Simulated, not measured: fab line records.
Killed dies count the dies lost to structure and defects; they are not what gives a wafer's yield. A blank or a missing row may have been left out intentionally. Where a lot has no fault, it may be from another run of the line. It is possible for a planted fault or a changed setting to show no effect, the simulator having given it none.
Chamber matching / flow nand_harc / pecvd-04 running NHARC_P_M1_DEP_33: 3 sister chambers
The step deposits SiCN, target thk 30 nm. 3 wafers are shown with their chamber, then 11 later ones without.

== WAFERS PAIRED WITH THEIR CHAMBERS ==
wafer=L084.1; chamber=0; heater_power_outer_w (W)=246
wafer=L085.5; chamber=1; heater_power_outer_w (W)=337
wafer=L086.2; chamber=2; heater_power_outer_w (W)=332

== WAFERS WITH NO CHAMBER GIVEN ==
wafer=L086.3; heater_power_outer_w (W)=373
wafer=L086.5; heater_power_outer_w (W)=365
wafer=L093.2; heater_power_outer_w (W)=366
wafer=L093.4; heater_power_outer_w (W)=326
wafer=L093.5; heater_power_outer_w (W)=158
wafer=L094.1; heater_power_outer_w (W)=381
wafer=L094.3; heater_power_outer_w (W)=311
wafer=L094.4; heater_power_outer_w (W)=381
wafer=L097.3; heater_power_outer_w (W)=160
wafer=L097.4; heater_power_outer_w (W)=164
wafer=L097.6; heater_power_outer_w (W)=336

== EACH ONE'S CHAMBER ==
wafer=L086.3; from the rows above=can't be placed: 1 or 2 or 0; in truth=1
wafer=L086.5; from the rows above=can't be placed: 1 or 2 or 0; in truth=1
wafer=L093.2; from the rows above=can't be placed: 1 or 2 or 0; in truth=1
wafer=L093.4; from the rows above=can't be placed: 2 or 1 or 0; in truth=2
wafer=L093.5; from the rows above=can't be placed: 0 or 2 or 1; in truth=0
wafer=L094.1; from the rows above=can't be placed: 1 or 2 or 0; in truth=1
wafer=L094.3; from the rows above=can't be placed: 2 or 1 or 0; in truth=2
wafer=L094.4; from the rows above=can't be placed: 1 or 2 or 0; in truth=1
wafer=L097.3; from the rows above=can't be placed: 0 or 2 or 1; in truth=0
wafer=L097.4; from the rows above=can't be placed: 0 or 2 or 1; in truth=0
wafer=L097.6; from the rows above=can't be placed: 1 or 2 or 0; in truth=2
0 of 11 placed correctly. Cannot be placed on the basis of these rows: 11; the candidates contain the true chamber in 11. Placed wrongly: 0.
How it was worked out, from the rows above alone: a wafer's distance from a chamber is the root of the sum, over the readings, of the square of ((its reading less the chamber's mean) divided by the reading's scatter). If the next closest chamber is less than 2 further off than the closest, the wafer can't be placed; otherwise it belongs to the closest. Each chamber's mean is taken over the wafers shown for it. The scatter: with one shown wafer a chamber, the root of the mean of the squares of how far each hidden wafer lies from its nearest shown one.
